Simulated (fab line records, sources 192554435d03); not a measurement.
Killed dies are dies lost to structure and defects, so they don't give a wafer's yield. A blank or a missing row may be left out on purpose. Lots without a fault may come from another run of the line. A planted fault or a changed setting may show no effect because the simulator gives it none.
A struck lot beside a sound one | flow n5_finfet | 22 steps out of a route of 1938
Sound: wafers L265.2, L265.3, L265.5. Struck: wafer L277.2. (L277.3, L277.4 of the same lot were not struck and are left out.) The cause comes at the end.
At each step with rows: each side's tool, then ch and its chambers, then its first start. Under that, the readings that differ: sound wafers | struck wafers | difference of the means | sigmas: that difference in standard deviations of wafers without a fault.
alike: readings whose means differ by less than 2 such deviations, and words and numbers that are the same on both sides. not compared: withheld readings, readings that some wafer has no value for, bounds like >300 that may hide the same value, and numbers for which the record gives no deviation and whose values overlap.
The two part at a step that has a row with sigmas, a row that says differs or no value, or rows on one side only. Numbers that don't overlap but have no deviation are shown without sigmas and don't part them. A reading that every wafer of one side lacks parts them only if that side has two wafers or more.

first, 1 step without rows for these wafers: N5_HKMG_FIN_COAT_66 (time 60 s, resist thk 300 nm).
N5_HKMG_FIN_ETCH_67: etches SOC in N2/H2, stops on TiN, target depth 388.9 nm.
  sound on rie_diel-02 ch 1,2,3, day 6 01:34; struck on rie_diel-02 ch 0, day 9 00:22
  alike: drypump_motor_current_A, h2_flow_sccm, oes_product_au, rf_vpp_V, showerhead_plenum_p_Torr, throttle_valve_pct
  not compared: rf_hours_counter_h
then, 2 steps without rows for these wafers: N5_HKMG_FIN_STRIP_90 (strips SOC in N2/H2, time 20 s); N5_HKMG_FIN_WET_ETCH_73 (etches the open film in SC1, time 42.3 s, target depth 1.3 nm, rinse time 30 s).
N5_HKMG_FIN_ETCHBACK_68: etches the open film in Cl2/Ar, stops on HfO2, target depth 0.5 nm.
  sound on rie_metal-01 ch 0,1, day 6 01:48; struck on rie_metal-03 ch 0, day 9 00:35
  alike: drypump_motor_current_A, oes_product_au, throttle_valve_pct
  not compared: rf_hours_counter_h
then, 2 steps without rows for these wafers: N5_HKMG_FIN_STRIP_69 (strips in N2/H2, time 360 s); N5_HKMG_FIN_ALD_21 (deposits TiN, target thk 1.5 nm, pulse time 1 s, purge time 3 s).
N5_HKMG_FIN_ALD_72: deposits W, target thk 2 nm, pulse time 1 s, purge time 2 s.
  sound on cvd_w-01 ch 0,1, day 6 02:41; struck on cvd_w-01 ch 1, day 9 01:28
  reading                    | sound             | struck | difference | sigmas
  precursor_pulse_height_rel | 1.011 0.965 1.014 | 0.951  | -0.046     | -2
  alike: chamber_pressure_Torr, heater_power_w
then, 4 steps without rows for these wafers: N5_HKMG_FIN_W_FILL_22 (material W, target thk 60 nm, time 18.2 s); N5_HKMG_FIN_PRECLEAN_83 (cleans in DIW, time 57.5 s); N5_HKMG_FIN_SRD_84 (dry time 32 s); N5_HKMG_FIN_CMP_23 (polishes, stops on SiNx, t overpolish 10 s, target thk 46.326 nm).
N5_HKMG_FIN_CMP_94: polishes, stops on SiNx, t overpolish 4.7 s, target thk 43.299 nm.
  sound on cmp-02 ch 0,2, day 6 03:20; struck on cmp-01 ch 0, day 9 02:07
  reading                              | sound          | struck | difference | sigmas
  model.SiNx_of_SDB_ALD_29.thk_nm (nm) | 28.4 28.4 28.4 | 27.8   | -0.6       |
  alike: motor_current_A
N5_HKMG_FIN_INSPECT_28: inspects for defects (darkfield).
  sound on defect_inspect-02, day 6 03:34; struck on defect_inspect-01, day 9 02:21
  alike: raw_defect_count
N5_GATE_CUT_ETCHBACK_00: etches W in SF6/Cl2.
  sound on rie_metal-03 ch 0, day 6 03:38; struck on rie_metal-01 ch 0, day 9 02:23
  reading                | sound | struck | difference                   | sigmas
  rf_hours_counter_h (h) | - - - | 9      | no value on the sound wafers |
  alike: drypump_motor_current_A, oes_product_au, throttle_valve_pct
then, 1 step without rows for these wafers: N5_GATE_CUT_ETCH_56 (etches TiN in Cl2/Ar, target depth 21.6 nm).
N5_GATE_CUT_ETCHBACK_30: etches TiN in Cl2/Ar, target depth 3 nm.
  sound on rie_metal-03 ch 0, day 6 04:02; struck on rie_metal-01 ch 0, day 9 02:35
  reading                | sound | struck | difference                   | sigmas
  rf_hours_counter_h (h) | - - - | 9      | no value on the sound wafers |
  alike: drypump_motor_current_A, oes_product_au, throttle_valve_pct
then, 1 step without rows for these wafers: N5_GATE_CUT_VAPOR_ETCH_60 (etches HfO2 in BCl3/Cl2).
N5_GATE_CUT_ETCH_58: etches SiNx in CH3F/O2, target depth 17 nm, time 128.6 s.
  sound on rie_diel-05 ch 1,3, day 6 04:14; struck on rie_diel-05 ch 3, day 9 02:49
  reading                              | sound          | struck | difference | sigmas
  model.SiNx_of_SDB_ALD_29.thk_nm (nm) | 24.6 24.6 24.6 | 24.2   | -0.4       |
  alike: drypump_motor_current_A, oes_product_au, rf_vpp_V, showerhead_plenum_p_Torr, throttle_valve_pct
  not compared: rf_hours_counter_h
then, 1 step without rows for these wafers: N5_GATE_CUT_STRIP_59 (strips in N2/H2, time 20 s).
-- the record jumps here: 3 days lie between the struck wafers' starts before and after (it left off in module GATE_CUT and takes up again in module BEOL_M4, whose first step shown is number 1111 of the route) --
N5_BEOL_M4_RC_MEAS_101:
  sound on prober-01 ch 0, day 9 12:53; struck on prober-01 ch 0, day 12 05:05
  reading       | sound          | struck | difference | sigmas
  DIBL_P (mV/V) | 34.9 33.3 36.8 | 39.2   | +4.2       | +2
  SS_N (mV/dec) | 71.0 71.0 70.9 | 72.3   | +1.3       | +2
  SS_P (mV/dec) | 72.3 72.1 73.3 | 75.1   | +2.5       | +4
  alike: DIBL_N, IOFF_N, IOFF_P, ION_N, ION_P, VT_N, VT_P
-- the record jumps here: 4 days lie between the struck wafers' starts before and after (it left off in module BEOL_M4 and takes up again in module PASSIVATION, whose first step shown is number 1936 of the route) --
N5_PASSIVATION_PROBE_49:
  the record has rows for the struck wafers here (prober-02, day 15 19:23) and none for the sound ones

WHERE THEY PART
First at N5_HKMG_FIN_ALD_72; last, within this record, at N5_PASSIVATION_PROBE_49.

WHY: what the simulator had put in
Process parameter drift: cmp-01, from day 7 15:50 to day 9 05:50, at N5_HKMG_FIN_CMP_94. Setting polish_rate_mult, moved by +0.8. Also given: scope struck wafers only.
